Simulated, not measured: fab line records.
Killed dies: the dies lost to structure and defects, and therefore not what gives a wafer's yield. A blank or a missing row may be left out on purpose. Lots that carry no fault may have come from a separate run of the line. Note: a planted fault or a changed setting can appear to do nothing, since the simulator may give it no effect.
fab line records	flow n5_finfet
record: lots: 8	wafers: 24	last_day: 18
route steps=1938 shown BEOL_M4@1111 BEOL_M15@1790 PASSIVATION@1936
lots with no fault: from the same line, run without faults
start_h: hours from the record's first day to the start of the lot's first wafer shown	wait_h: hours since the lot's step before	" unchanged from the row above	L1.1+2: several wafers, shown together as one row	- no value, or no start given	* or withheld: withheld	< > ~ a bound
route shown NAME@n: NAME is a module with steps in the file, n the number in the route of the first one	usual: mean and standard deviation over wafers with no fault	same: alike in all rows	chamber/n: place in a boat	sites: each site's reading	_std_site: how widely they spread, as a standard deviation	_edge_site: outer sites' mean less inner sites'	radius_mm: how far each site lies from the wafer's centre	mask NAME#n: copy n	behind: the tool/chamber that last shaped the wafer	hold: what put the lot on hold/how long, in hours/how the hold closed	device: the transistor (n, p or np) that didn't switch	end of line: tests run on the same wafers once the route is complete	where a step has no rows: the recipe by itself	killed: not the wafer's yield, but the dies lost to structure and defects at the first sort	map: dies across one wafer; x = killed, . = not, _ = none there
set.NAME: the setting that was run; set.NAME@STEP: the one run at that earlier step	model.NAME: the simulator's own value behind a step, which no gauge read
the route's steps for a sample of lots (tables are steps, rows are wafers)
services: the hour from which a tool's chamber was out of use, counted from the record's first day as start_h (under 0 if before that day), plus the number of hours and why
== steps ==
step: N5_BEOL_M4_RC_MEAS_101
usual: DIBL_N: 36.4/2	DIBL_P: 36.1/2.5	IOFF_N: 0.16/0.037	IOFF_P: 0.20/0.038	ION_N: 670/13	ION_P: 459/8.3	SS_N: 71.6/0.69	SS_P: 73.3/0.72	VT_N: 250/3.4	VT_P: -251/3.1
lot.wafer	tool	chamber	start_h	wait_h	DIBL_N[mV/V]	DIBL_P[mV/V]	IOFF_N[nA/um]	IOFF_P[nA/um]	ION_N[uA/um]	ION_P[uA/um]	SS_N[mV/dec]	SS_P[mV/dec]	VT_N[mV]	VT_P[mV]
L808.3	prober-02	0	161.43	0.3	39.2	38.6	0.21	0.27	693	473	71.8	73.5	244	-246
L808.5	"	0	"	"	33.8	32.0	0.11	0.17	647	453	70.6	72.3	255	-253
L808.6	"	0	"	"	36.4	34.3	0.15	0.18	690	470	71.7	72.8	250	-251
L815.2	prober-01	0	200.82	0.2	39.1	39.1	0.22	0.26	677	466	72.4	74.1	244	-248
L815.4	"	0	"	"	37.8	37.3	0.18	0.23	688	466	71.4	74.0	250	-249
L815.6	"	0	"	"	33.6	33.6	0.12	0.18	665	458	70.8	73.1	250	-251
L814.1	prober-01	0	203.42	0.3	36.3	35.4	0.17	0.21	660	449	72.2	73.8	251	-250
L814.2	"	0	"	"	33.8	32.8	0.13	0.16	655	454	71.0	72.8	255	-252
L814.3	"	0	"	"	38.1	38.9	0.24	0.27	694	462	71.6	74.5	244	-245
L819.4	prober-01	0	231.67	0.5	33.7	33.7	0.13	0.16	653	448	72.3	72.8	253	-254
L819.5	"	0	"	"	37.2	38.4	0.19	0.22	676	457	72.1	73.9	248	-250
L819.6	"	0	"	"	32.1	33.1	0.12	0.15	669	455	70.9	72.4	254	-255
L823.1	prober-02	0	250.97	0.0	39.1	39.9	0.23	0.28	689	468	72.3	74.1	244	-245
L823.3	"	0	"	"	34.5	33.9	0.13	0.17	662	451	71.2	72.6	250	-253
L823.4	"	0	"	"	38.9	38.1	0.21	0.23	670	459	72.5	73.4	247	-250
L829.3	prober-02	0	300.32	0.3	35.4	36.3	0.14	0.18	678	464	70.8	73.9	252	-254
L829.5	"	0	"	"	37.1	36.9	0.15	0.18	657	441	71.9	73.3	253	-256
L829.6	"	0	"	"	35.8	36.5	0.14	0.18	663	458	71.3	73.5	250	-256
L830.2	prober-01	0	304.50	0.2	36.7	36.9	0.18	0.19	676	455	71.4	74.0	246	-254
L830.3	"	0	"	"	37.6	36.4	0.17	0.18	668	445	71.6	73.9	247	-255
L830.5	"	0	"	"	35.3	34.9	0.13	0.17	651	452	70.8	72.3	251	-256
L831.2	prober-01	0	313.67	0.2	36.2	36.3	0.15	0.22	688	473	71.5	73.5	248	-250
L831.4	"	0	"	"	37.2	37.4	0.18	0.22	674	459	72.4	74.0	249	-252
L831.5	"	0	"	"	38.3	38.5	0.20	0.26	703	484	71.7	73.7	243	-248
step: N5_BEOL_M15_STRIP_64
recipe: chemistry: O2	power_w: 600	temp_c: 60	pressure_mtorr: 30	rf_frequency_hz: 6e+07	bias_power_w: 0	overash_fraction: 0.3	o2_flow_sccm: 225
usual: drypump_motor_current_A: 5.8/0.44	oes_product_au: 0.79/0.099	rf_vpp_V: 3.7/0.49	showerhead_plenum_p_Torr: 2.08/0.087	throttle_valve_pct: 16.72/0.29
lot.wafer	tool	chamber	start_h	wait_h	drypump_motor_current_A	oes_product_au	rf_hours_counter_h	rf_vpp_V	showerhead_plenum_p_Torr	throttle_valve_pct
L808.3	rie_diel-06	0	-	-	6.5	0.74	203	3.6	2.00	16.47
L808.5	"	2	"	"	5.6	0.99	-	3.9	2.05	16.78
L808.6	"	3	"	"	5.8	0.76	-	3.8	1.92	16.36
L815.2	rie_diel-01	2	-	-	5.4	0.70	217	3.4	2.19	17.01
L815.4	"	2	"	"	5.4	0.70	-	3.5	2.19	17.02
L815.6	"	3	"	"	5.4	0.74	-	4.1	2.09	17.02
L814.1	rie_diel-01	3	-	-	5.4	0.74	173	4.5	2.08	17.02
L814.2	"	2	"	"	5.4	0.69	223	3.6	2.19	17.02
L814.3	"	2	"	"	5.4	0.69	-	3.1	2.19	17.01
L819.4	rie_diel-01	3	-	-	5.4	0.74	185	4.3	2.08	17.06
L819.5	"	2	"	"	5.4	0.68	-	4.2	2.18	17.04
L819.6	"	1	"	"	5.5	0.87	-	3.2	2.11	16.54
L823.1	rie_diel-03	2	-	-	6.2	0.66	248	4.1	2.11	16.80
L823.3	"	3	"	"	5.8	0.74	160	3.5	1.98	16.30
L823.4	"	1	"	"	6.8	0.66	245	4.1	1.99	17.14
L829.3	rie_diel-03	3	-	-	5.8	0.73	176	2.9	1.98	16.30
L829.5	"	2	"	"	6.2	0.96	-	3.5	2.11	16.39
L829.6	"	3	"	"	5.8	0.73	-	3.7	1.98	16.30
L830.2	rie_diel-06	2	-	-	5.6	0.89	42	3.1	2.04	16.85
L830.3	"	1	"	"	6.5	0.81	97	4.3	2.18	16.55
L830.5	"	1	"	"	6.5	0.81	-	2.8	2.18	16.55
L831.2	rie_diel-03	2	-	-	6.2	0.95	12	4.7	2.11	16.39
L831.4	"	0	"	"	5.8	0.70	224	3.7	2.16	17.16
L831.5	"	1	"	"	6.7	0.98	-	3.7	2.25	16.63
step: N5_BEOL_M15_CD_MEAS_17
recipe: target_cd_nm: 360	polarity: opening
usual: cd_nm: 362/3
lot.wafer	tool	chamber	start_h	wait_h	cd_nm
L808.3	cd_sem-03	-	241.22	0.0	357
L808.5	"	-	"	"	368
L808.6	"	-	"	"	363
L815.2	cd_sem-03	-	281.43	0.0	364
L815.4	"	-	"	"	365
L815.6	"	-	"	"	356
L814.1	cd_sem-02	-	296.12	0.0	362
L814.2	"	-	"	"	361
L814.3	"	-	"	"	364
L819.4	cd_sem-03	-	333.23	0.0	364
L819.5	"	-	"	"	367
L819.6	"	-	"	"	365
L823.1	cd_sem-03	-	342.50	0.0	358
L823.3	"	-	"	"	359
L823.4	"	-	"	"	356
L829.3	cd_sem-01	-	386.27	0.0	364
L829.5	"	-	"	"	365
L829.6	"	-	"	"	364
L830.2	cd_sem-02	-	390.72	0.0	357
L830.3	"	-	"	"	362
L830.5	"	-	"	"	365
L831.2	cd_sem-02	-	398.63	0.0	366
L831.4	"	-	"	"	358
L831.5	"	-	"	"	365
step: N5_BEOL_M15_TRENCH_ETCH_34
recipe: chemistry: C4F8/O2/Ar	target: SiO2	target_depth_a: 8729.3	he_inner_torr: 15	he_outer_torr: 30	time_s: 199	ion_energy_ev: 800	pressure_mtorr: 20	source_w: 1905	bias_w: 2040	Ar_flow_sccm: 400	C4F8_flow_sccm: 16	O2_flow_sccm: 12
usual: bias_w: 2039/6.3	drypump_motor_current_A: 5.9/0.46	he_outer_torr: 30.00/0.054	oes_product_au: 0.78/0.093	rf_vpp_V: 2214/58	showerhead_plenum_p_Torr: 3.43/0.13	throttle_valve_pct: 31.03/0.27
lot.wafer	tool	chamber	start_h	wait_h	bias_w	drypump_motor_current_A	he_outer_torr	oes_product_au	rf_hours_counter_h	rf_vpp_V	showerhead_plenum_p_Torr	throttle_valve_pct
L808.3	rie_diel-06	1	242.26	0.0	2041	6.5	30.01	0.86	52	2244	3.64	30.92
L808.5	"	1	"	"	2044	6.5	30.09	0.85	-	2244	3.64	30.92
L808.6	"	0	"	"	2036	6.5	30.06	0.74	-	2147	3.29	30.62
L815.2	rie_diel-06	0	282.48	0.0	2040	6.5	29.99	0.73	215	2145	3.28	30.63
L815.4	"	3	"	"	2054	5.9	29.89	0.74	156	2122	3.19	30.68
L815.6	"	2	"	"	2037	5.7	29.90	0.93	-	2233	3.39	31.40
L814.1	rie_diel-03	2	297.30	0.0	2026	6.2	29.90	0.66	237	2356	3.52	30.85
L814.2	"	0	"	"	2036	5.7	29.97	0.72	191	2261	3.54	31.37
L814.3	"	1	"	"	2045	6.8	29.93	0.66	232	2194	3.27	31.38
L819.4	rie_diel-06	0	334.40	0.0	2044	6.5	29.92	0.72	232	2145	3.27	30.68
L819.5	"	3	"	"	2035	5.9	30.04	0.74	-	2121	3.19	30.72
L819.6	"	0	"	"	2042	6.5	29.93	0.72	-	2146	3.27	30.67
L823.1	rie_diel-06	1	343.68	0.0	2039	6.5	29.95	0.82	82	2241	3.62	30.96
L823.3	"	2	"	"	2045	5.6	30.06	0.90	33	2234	3.38	31.43
L823.4	"	0	"	"	2055	6.6	30.06	0.72	235	2144	3.27	30.66
L829.3	rie_diel-01	0	387.45	0.0	2033	5.5	29.95	0.90	25	2170	3.39	31.09
L829.5	"	3	"	"	2044	5.4	30.05	0.71	-	2199	3.41	31.39
L829.6	"	0	"	"	2052	5.5	29.95	0.89	-	2170	3.39	31.08
L830.2	rie_diel-03	3	392.01	0.0	2044	5.8	30.02	0.72	178	2194	3.33	30.82
L830.3	"	1	"	"	2034	6.8	29.96	1.02	3	2229	3.66	30.96
L830.5	"	1	"	"	2036	6.8	30.02	1.01	-	2230	3.66	30.91
L831.2	rie_diel-01	1	399.92	0.0	2036	5.5	29.98	0.84	62	2198	3.50	31.09
L831.4	"	0	"	"	2043	5.5	29.98	0.88	-	2172	3.39	31.09
L831.5	"	3	"	"	2042	5.4	29.93	0.70	-	2200	3.41	31.38
step: N5_BEOL_M15_SPUTTER_45
recipe: material: Cu	target_thk_a: 1000	temp_c: -20	bias_v: 60	power_w: 26000	chamber_pressure_pa: 0.13	time_s: 16.67
usual: bias_v: 60.0/0.51	cathode_dc_power_W: 26000/5.1	substrate_temp_c: -19.99/0.097	throttle_valve_pct: 30.6/1.1
lot.wafer	tool	chamber	start_h	wait_h	bias_v	cathode_dc_power_W	substrate_temp_c	throttle_valve_pct
L808.3	pvd_sputter-03	-	246.91	0.0	60.4	26000	-20.06	31.4
L808.5	"	-	"	"	60.8	25995	-20.14	31.7
L808.6	"	-	"	"	60.6	25998	-19.93	31.6
L815.2	pvd_sputter-03	-	286.38	0.0	59.3	25999	-19.96	30.9
L815.4	"	-	"	"	59.0	25997	-19.82	31.5
L815.6	"	-	"	"	59.7	26008	-19.98	31.6
L814.1	pvd_sputter-02	-	298.12	0.0	60.8	26004	-19.97	30.2
L814.2	"	-	"	"	60.5	25997	-19.90	30.9
L814.3	"	-	"	"	60.0	26003	-19.98	30.7
L819.4	pvd_sputter-03	-	337.70	0.0	-	-	-	-
L819.5	"	-	"	"	-	-	-	-
L819.6	"	-	"	"	-	-	-	-
L823.1	pvd_sputter-03	-	348.43	0.0	-	-	-	-
L823.3	"	-	"	"	-	-	-	-
L823.4	"	-	"	"	-	-	-	-
L829.3	pvd_sputter-02	-	390.06	0.0	60.9	25996	-20.11	31.0
L829.5	"	-	"	"	59.8	26000	-19.97	29.1
L829.6	"	-	"	"	59.6	26005	-19.92	30.8
L830.2	pvd_sputter-01	-	400.94	0.0	59.3	26001	-20.04	30.7
L830.3	"	-	"	"	60.2	26003	-19.93	27.5
L830.5	"	-	"	"	59.8	25993	-19.91	27.4
L831.2	pvd_sputter-02	-	402.00	0.0	60.3	26001	-20.02	29.2
L831.4	"	-	"	"	60.2	26003	-19.87	30.8
L831.5	"	-	"	"	60.7	26014	-19.99	29.1
step: N5_BEOL_M15_THK_MEAS_50
recipe: thk_meas_gauge: xrf	reads: Cu_of_BEOL_M15_ECD_47
usual: M15_THK: 833/19
lot.wafer	tool	chamber	start_h	wait_h	M15_THK[nm]
L808.3	film_metro-01	-	247.87	-	826
L808.5	"	-	"	"	824
L808.6	"	-	"	"	842
L815.2	film_metro-02	-	288.11	-	846
L815.4	"	-	"	"	845
L815.6	"	-	"	"	860
L814.1	film_metro-02	-	299.08	-	811
L814.2	"	-	"	"	813
L814.3	"	-	"	"	816
L819.4	film_metro-02	-	338.62	-	-
L819.5	"	-	"	"	-
L819.6	"	-	"	"	-
L823.1	film_metro-02	-	349.38	-	-
L823.3	"	-	"	"	-
L823.4	"	-	"	"	-
L829.3	film_metro-02	-	391.02	-	824
L829.5	"	-	"	"	810
L829.6	"	-	"	"	822
L830.2	film_metro-02	-	402.29	-	832
L830.3	"	-	"	"	864
L830.5	"	-	"	"	858
L831.2	film_metro-02	-	403.41	-	824
L831.4	"	-	"	"	825
L831.5	"	-	"	"	808
step: N5_BEOL_M15_RS_MEAS_54
recipe: thk_meas_gauge: four-point-probe	reads: Cu_of_BEOL_M15_ECD_47+Ta_of_BEOL_M15_SPUTTER_44+TaN_of_BEOL_M15_SPUTTER_43
usual: M15_RS: 0.0216/0.0005
lot.wafer	tool	chamber	start_h	wait_h	M15_RS[ohm/sq]
L808.3	film_metro-02	-	248.00	0.1	0.0216
L808.5	"	-	"	"	0.0216
L808.6	"	-	"	"	0.0213
L815.2	film_metro-01	-	288.24	0.1	0.0214
L815.4	"	-	"	"	0.0215
L815.6	"	-	"	"	0.0210
L814.1	film_metro-01	-	299.21	0.0	0.0222
L814.2	"	-	"	"	0.0222
L814.3	"	-	"	"	0.0221
L819.4	film_metro-01	-	338.75	0.0	32.789
L819.5	"	-	"	"	30.933
L819.6	"	-	"	"	32.509
L823.1	film_metro-02	-	349.51	0.0	33.126
L823.3	"	-	"	"	32.832
L823.4	"	-	"	"	31.821
L829.3	film_metro-02	-	391.17	0.1	0.0216
L829.5	"	-	"	"	0.0220
L829.6	"	-	"	"	0.0216
L830.2	film_metro-02	-	402.42	0.1	0.0215
L830.3	"	-	"	"	0.0206
L830.5	"	-	"	"	0.0207
L831.2	film_metro-01	-	403.57	0.1	0.0218
L831.4	"	-	"	"	0.0217
L831.5	"	-	"	"	0.0220
step: N5_PASSIVATION_PROBE_49
usual: defect_limited_yield: 91.2/1.6	killed_at_M0_to_M3: 34/11	killed_at_M4_up: 13/5.2	killed_at_contacts: 13/6.3	killed_at_front_end: 40/14	killed_at_other: 3.2/2.4	killed_dies: 104/19	killed_on_rim: 14/4.2	killed_open: 69/14	killed_short: 32/7.5	sort_bin_5_function: 5.3/1.1	sort_bin_6_memory: 3.2/0.73	sort_bin_8_speed: 0.01/0.038	sort_n_pass: 1076/19	sort_yield_pct: 91.2/1.6
same: gross_dies: 1180	killed_at_back_side: 0	sort_bin_4_leakage[%]: 0
lot.wafer	tool	chamber	start_h	wait_h	defect_limited_yield[%]	killed_at_M0_to_M3	killed_at_M4_up	killed_at_contacts	killed_at_front_end	killed_at_other	killed_dies	killed_on_rim	killed_open	killed_short	sort_bin_5_function[%]	sort_bin_6_memory[%]	sort_bin_8_speed[%]	sort_n_pass	sort_yield_pct[%]
L808.3	prober-02	-	262.79	0.1	92.5	17	19	24	29	0	89	22	61	25	5.8	1.6	0	1091	92.5
L808.5	prober-02	-	262.89	0.2	93.2	23	9	20	26	2	80	7	47	32	3.8	2.7	0	1100	93.2
L808.6	prober-02	-	262.94	0.3	94.9	21	5	10	17	7	60	4	32	25	3.1	2.0	0	1120	94.9
L815.2	prober-02	-	303.68	0.1	93.2	32	6	14	25	3	80	11	54	26	4.2	2.5	0	1100	93.2
L815.4	prober-02	-	303.78	0.2	93.4	26	7	17	24	4	78	14	54	21	4.0	2.5	0	1102	93.4
L815.6	prober-02	-	303.88	0.3	90.5	23	13	26	44	6	112	18	76	35	6.1	3.1	0	1068	90.5
L814.1	prober-01	-	314.94	0.0	90.4	41	11	12	37	12	113	15	70	32	5.8	3.1	0.08	1066	90.3
L814.2	prober-01	-	314.99	0.1	93.4	27	13	13	22	3	78	11	50	25	3.8	2.5	0	1102	93.4
L814.3	prober-01	-	315.04	0.1	91.3	40	13	17	28	5	103	12	65	36	5.3	3.1	0	1077	91.3
L819.4	prober-02	-	358.62	0.2	0	28	1111	7	33	1	1180	152	36	42	97.5	2.1	0	0	0
L819.5	prober-02	-	358.67	0.2	0	27	1087	23	40	3	1180	152	77	30	96.1	3.6	0	0	0
L819.6	prober-02	-	358.72	0.3	0	22	1107	21	30	0	1180	152	56	26	97.5	2.2	0	0	0
L823.1	prober-02	-	364.49	0.0	0	59	1070	15	32	4	1180	152	89	37	95.4	4.4	0	0	0
L823.3	prober-02	-	364.59	0.1	0	49	1070	14	44	3	1180	152	83	38	95.5	4.2	0	0	0
L823.4	prober-02	-	364.64	0.2	0	44	1084	17	31	4	1180	152	65	43	96.4	3.3	0	0	0
L829.3	prober-02	-	406.53	0.1	90.3	29	18	4	58	6	115	19	73	36	5.0	4.2	0	1065	90.3
L829.5	prober-02	-	406.63	0.2	93.9	30	12	3	27	0	72	17	43	29	3.9	2.0	0	1108	93.9
L829.6	prober-02	-	406.68	0.3	92.1	30	5	13	41	4	93	11	59	34	4.6	3.0	0	1087	92.1
L831.2	prober-01	-	421.60	0.1	87.5	52	8	5	80	2	147	13	99	46	8.4	3.6	0	1033	87.5
L831.4	prober-01	-	421.70	0.2	90.8	49	13	13	32	1	108	17	70	37	5.6	3.2	0	1072	90.8
L831.5	prober-01	-	421.75	0.2	91.5	26	10	9	50	5	100	11	71	28	5.6	2.7	0	1080	91.5
L830.2	prober-02	-	421.61	0.1	91.9	25	18	16	34	3	96	16	69	24	4.1	3.4	0	1084	91.9
L830.3	prober-02	-	421.66	0.1	90.9	26	22	8	51	0	107	17	73	31	5.7	3.3	0	1073	90.9
L830.5	prober-02	-	421.76	0.2	90.5	32	19	2	59	0	112	15	69	40	5.6	3.4	0	1068	90.5
killed by level:class
L808.3 MOL_CONTACT_COAG:geometric_particle:open=17 FIN_SAQP:geometric_particle:short=8 BEOL_M3:geometric_particle:open=6 MOL_CONTACT_COAG:geometric_particle:short=6 FIN_SAQP:geometric_particle:open=5 DUMMY_GATE:geometric_particle:open=5 BEOL_M4:geometric_particle:open=5 ILD0:geometric_particle:open=4
L808.5 MOL_CONTACT_COAG:geometric_particle:open=18 FIN_SAQP:geometric_particle:short=7 DUMMY_GATE:geometric_particle:open=6 BEOL_M0_SAQP:geometric_particle:short=6 BEOL_M0_SAQP:geometric_particle:open=5 FIN_SAQP:geometric_particle:open=4 GATE_CUT:geometric_particle:short=3 BEOL_M3:geometric_particle:open=3
L808.6 BEOL_M0_SAQP:geometric_particle:short=7 MOL_CONTACT_COAG:geometric_particle:open=6 STI_FIN_REVEAL:geometric_particle:open=5 BEOL_M3:geometric_particle:open=5 STARTING-WAFER:geometric_particle:open=5 MOL_CONTACT_COAG:geometric_particle:short=4 PASS1_CAP:geometric_particle:short=4 BEOL_M0_SAQP:geometric_particle:open=3
L815.2 MOL_CONTACT_COAG:geometric_particle:open=12 STI_FIN_REVEAL:geometric_particle:open=9 BEOL_M0_SAQP:geometric_particle:open=9 BEOL_M0_SAQP:geometric_particle:short=8 BEOL_M3:geometric_particle:open=8 BEOL_M1:geometric_particle:open=3 STARTING-WAFER:geometric_particle:open=3 FIN_SAQP:geometric_particle:short=2
L815.4 MOL_CONTACT_COAG:geometric_particle:open=15 STI_FIN_REVEAL:geometric_particle:open=8 BEOL_M1:geometric_particle:open=6 BEOL_M2:geometric_particle:open=6 BEOL_M0_SAQP:geometric_particle:short=4 BEOL_M0_SAQP:geometric_particle:open=4 BEOL_M3:geometric_particle:open=4 ZERO_LAYER:coat_microbubble_printed=3
L815.6 STI_FIN_REVEAL:geometric_particle:open=19 MOL_CONTACT_COAG:geometric_particle:open=19 MOL_CONTACT_COAG:geometric_particle:short=7 STI_FIN_REVEAL:geometric_particle:short=6 BEOL_M0_SAQP:geometric_particle:short=5 SPACER0:geometric_particle:open=4 BEOL_M4:geometric_particle:open=4 BEOL_M3:geometric_particle:open=4
L814.1 STI_FIN_REVEAL:geometric_particle:open=10 MOL_CONTACT_COAG:geometric_particle:open=10 BEOL_M0_SAQP:geometric_particle:open=9 BEOL_M3:geometric_particle:open=9 BEOL_M2:geometric_particle:open=8 FIN_SAQP:geometric_particle:open=6 BEOL_M0_SAQP:geometric_particle:short=5 HKMG_FIN:area_etch=5
L814.2 MOL_CONTACT_COAG:geometric_particle:open=10 BEOL_M2:geometric_particle:open=9 FIN_SAQP:geometric_particle:open=7 BEOL_M4:geometric_particle:short=6 BEOL_M0_SAQP:geometric_particle:open=4 DUMMY_GATE:geometric_particle:open=3 GATE_CUT:geometric_particle:open=3 MOL_CONTACT_COAG:geometric_particle:short=3
L814.3 MOL_CONTACT_COAG:geometric_particle:open=14 BEOL_M0_SAQP:geometric_particle:short=13 STI_FIN_REVEAL:geometric_particle:open=8 BEOL_M2:geometric_particle:open=7 BEOL_M0_SAQP:geometric_particle:open=6 BEOL_M3:geometric_particle:open=5 BEOL_M5:geometric_particle:open=5 GATE_CUT:geometric_particle:short=4
L819.4 BEOL_M15:area_ecd=582 BEOL_M15:area_sputter=517 FIN_SAQP:geometric_particle:short=10 BEOL_M0_SAQP:geometric_particle:short=9 STI_FIN_REVEAL:geometric_particle:open=6 MOL_CONTACT_COAG:geometric_particle:open=5 FIN_SAQP:geometric_particle:open=4 GATE_CUT:geometric_particle:short=4
L819.5 BEOL_M15:area_ecd=553 BEOL_M15:area_sputter=520 MOL_CONTACT_COAG:geometric_particle:open=18 FIN_SAQP:geometric_particle:open=10 BEOL_M4:geometric_particle:open=7 FIN_SAQP:geometric_particle:short=6 STI_FIN_REVEAL:geometric_particle:open=6 BEOL_M0_SAQP:geometric_particle:open=6
L819.6 BEOL_M15:area_sputter=597 BEOL_M15:area_ecd=501 MOL_CONTACT_COAG:geometric_particle:open=19 BEOL_M0_SAQP:geometric_particle:open=10 ILD0:geometric_particle:short=5 BEOL_M0_SAQP:geometric_particle:short=5 STI_FIN_REVEAL:geometric_particle:open=4 DUMMY_GATE:geometric_particle:open=3
L823.1 BEOL_M15:area_sputter=532 BEOL_M15:area_ecd=522 MOL_CONTACT_COAG:geometric_particle:open=14 BEOL_M0_SAQP:geometric_particle:open=12 BEOL_M1:geometric_particle:open=10 BEOL_M2:geometric_particle:open=10 BEOL_M0_SAQP:geometric_particle:short=9 BEOL_M3:geometric_particle:open=9
L823.3 BEOL_M15:area_ecd=552 BEOL_M15:area_sputter=506 BEOL_M2:geometric_particle:open=14 STI_FIN_REVEAL:geometric_particle:open=12 MOL_CONTACT_COAG:geometric_particle:open=9 BEOL_M0_SAQP:geometric_particle:open=9 FIN_SAQP:geometric_particle:open=8 BEOL_M1:geometric_particle:open=7
L823.4 BEOL_M15:area_ecd=538 BEOL_M15:area_sputter=534 FIN_SAQP:geometric_particle:short=15 MOL_CONTACT_COAG:geometric_particle:open=14 BEOL_M0_SAQP:geometric_particle:short=13 BEOL_M1:geometric_particle:open=6 BEOL_M2:geometric_particle:open=6 FIN_SAQP:geometric_particle:open=5
L829.3 FIN_SAQP:geometric_particle:open=15 DUMMY_GATE:geometric_particle:open=12 BEOL_M3:geometric_particle:open=11 FIN_SAQP:geometric_particle:short=9 GATE_CUT:geometric_particle:short=6 MOL_CONTACT_COAG:geometric_particle:open=4 BEOL_M0_SAQP:geometric_particle:short=4 BEOL_M0_SAQP:geometric_particle:open=4
L829.5 BEOL_M3:geometric_particle:open=10 FIN_SAQP:geometric_particle:short=9 BEOL_M3:geometric_particle:short=6 FIN_SAQP:geometric_particle:open=5 BEOL_M0_SAQP:geometric_particle:short=5 STARTING-WAFER:geometric_particle:open=5 BEOL_M1:geometric_particle:open=4 MOL_CONTACT_COAG:geometric_particle:open=3
L829.6 MOL_CONTACT_COAG:geometric_particle:open=13 FIN_SAQP:geometric_particle:open=11 FIN_SAQP:geometric_particle:short=10 BEOL_M3:geometric_particle:open=7 GATE_CUT:geometric_particle:short=5 DUMMY_GATE:geometric_particle:open=4 BEOL_M1:geometric_particle:open=4 BEOL_M2:geometric_particle:open=4
L831.2 FIN_SAQP:geometric_particle:open=36 BEOL_M0_SAQP:geometric_particle:short=17 BEOL_M0_SAQP:geometric_particle:open=16 STI_FIN_REVEAL:geometric_particle:open=14 FIN_SAQP:geometric_particle:short=13 BEOL_M1:geometric_particle:open=13 GATE_CUT:geometric_particle:short=4 MOL_CONTACT_COAG:geometric_particle:open=4
L830.2 MOL_CONTACT_COAG:geometric_particle:open=14 STI_FIN_REVEAL:geometric_particle:open=12 BEOL_M4:geometric_particle:open=7 BEOL_M0_SAQP:geometric_particle:short=6 FIN_SAQP:geometric_particle:open=5 BEOL_M0_SAQP:geometric_particle:open=5 GATE_CUT:geometric_particle:open=4 BEOL_M0:geometric_particle:open=4
L830.3 FIN_SAQP:geometric_particle:open=23 BEOL_M4:geometric_particle:open=9 STI_FIN_REVEAL:geometric_particle:open=6 MOL_CONTACT_COAG:geometric_particle:open=6 BEOL_M0_SAQP:geometric_particle:short=5 BEOL_M0_SAQP:geometric_particle:open=5 BEOL_M1:geometric_particle:open=4 BEOL_M4:geometric_particle:short=4
L831.4 BEOL_M0_SAQP:geometric_particle:open=13 BEOL_M0_SAQP:geometric_particle:short=12 FIN_SAQP:geometric_particle:open=10 MOL_CONTACT_COAG:geometric_particle:open=10 BEOL_M1:geometric_particle:open=7 BEOL_M4:geometric_particle:open=6 FIN_SAQP:geometric_particle:short=5 BEOL_M0:geometric_particle:open=5
L831.5 FIN_SAQP:geometric_particle:short=13 FIN_SAQP:geometric_particle:open=12 STI_FIN_REVEAL:geometric_particle:open=10 BEOL_M0_SAQP:geometric_particle:open=8 MOL_CONTACT_COAG:geometric_particle:open=8 BEOL_M4:geometric_particle:open=5 BEOL_M0_SAQP:geometric_particle:short=4 BEOL_M0:geometric_particle:open=4
L830.5 FIN_SAQP:geometric_particle:open=15 STI_FIN_REVEAL:geometric_particle:open=14 FIN_SAQP:geometric_particle:short=11 BEOL_M0_SAQP:geometric_particle:open=9 BEOL_M4:geometric_particle:open=9 BEOL_M0_SAQP:geometric_particle:short=4 GATE_CUT:geometric_particle:open=4 GATE_CUT:geometric_particle:short=4
== services ==
tool	chamber	start_h	hours	kind
rie_diel-01	0	267.70	-	clean
rie_diel-01	0	267.70	-	consumable_replace:focus_ring
rie_diel-01	0	267.70	39.1	scheduled_down
rie_diel-01	0	267.70	39.1	vent_cycle
rie_diel-01	1	293.98	4.3	repair
rie_diel-03	-	297.78	2.8	pm
rie_diel-01	-	333.66	2.8	pm
rie_diel-03	2	348.96	-	clean
rie_diel-03	2	348.96	-	consumable_replace:focus_ring
rie_diel-03	2	348.96	17.4	scheduled_down
rie_diel-03	2	348.96	17.4	vent_cycle
rie_diel-03	1	366.36	-	clean
rie_diel-03	1	366.36	-	consumable_replace:focus_ring
rie_diel-03	1	366.36	-	consumable_replace:showerhead
rie_diel-03	1	366.36	16.0	scheduled_down
rie_diel-06	2	371.77	13.6	repair
rie_diel-01	1	388.45	10.8	repair
rie_diel-06	0	391.23	-	clean
rie_diel-06	0	391.23	-	consumable_replace:focus_ring
rie_diel-06	0	391.23	-	consumable_replace:showerhead
rie_diel-06	0	391.23	16.9	scheduled_down
rie_diel-06	0	391.23	16.9	vent_cycle
pvd_sputter-03	-	394.19	6.1	repair
pvd_sputter-01	-	401.18	5.6	repair
== key ==
first_sign: step: N5_BEOL_M15_SPUTTER_45	reading: tool_record	direction: missing
effect: step: N5_BEOL_M15_THK_MEAS_50	reading: M15_THK	direction: missing
effect: step: N5_BEOL_M15_RS_MEAS_54	reading: M15_RS	direction: up	sigmas: 99+	usual: 0.0216	struck: 32.335
effect: step: N5_PASSIVATION_PROBE_49	reading: killed_at_M4_up	direction: up	sigmas: 99+	usual: 13	struck: 1088
more_kills_born_at: N5_BEOL_M15_SPUTTER_45@pvd_sputter-03: 3206	N5_BEOL_M15_ECD_47@ecd_cu-01: 1636	N5_BEOL_M15_ECD_47@ecd_cu-02: 1612
met_at N5_BEOL_M15_SPUTTER_45
struck_lots L819,L823
later_rows_left_out L819.4,L819.5,L819.6,L823.1,L823.3,L823.4
not_acting_at N5_BEOL_M15_STRIP_64,N5_BEOL_M15_CD_MEAS_17,N5_BEOL_M15_TRENCH_ETCH_34
onset_between 286.38 337.70
fault: kind: skipped_step_whole	tool: pvd_sputter-03	chamber: -	onset_h: 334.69	steps: N5_BEOL_M15_SPUTTER_45	scope: struck_lots_only
later_rows_left_out: the simulator's readings of these wafers behind a module that went badly wrong aren't trusted and aren't shown, but for the sort
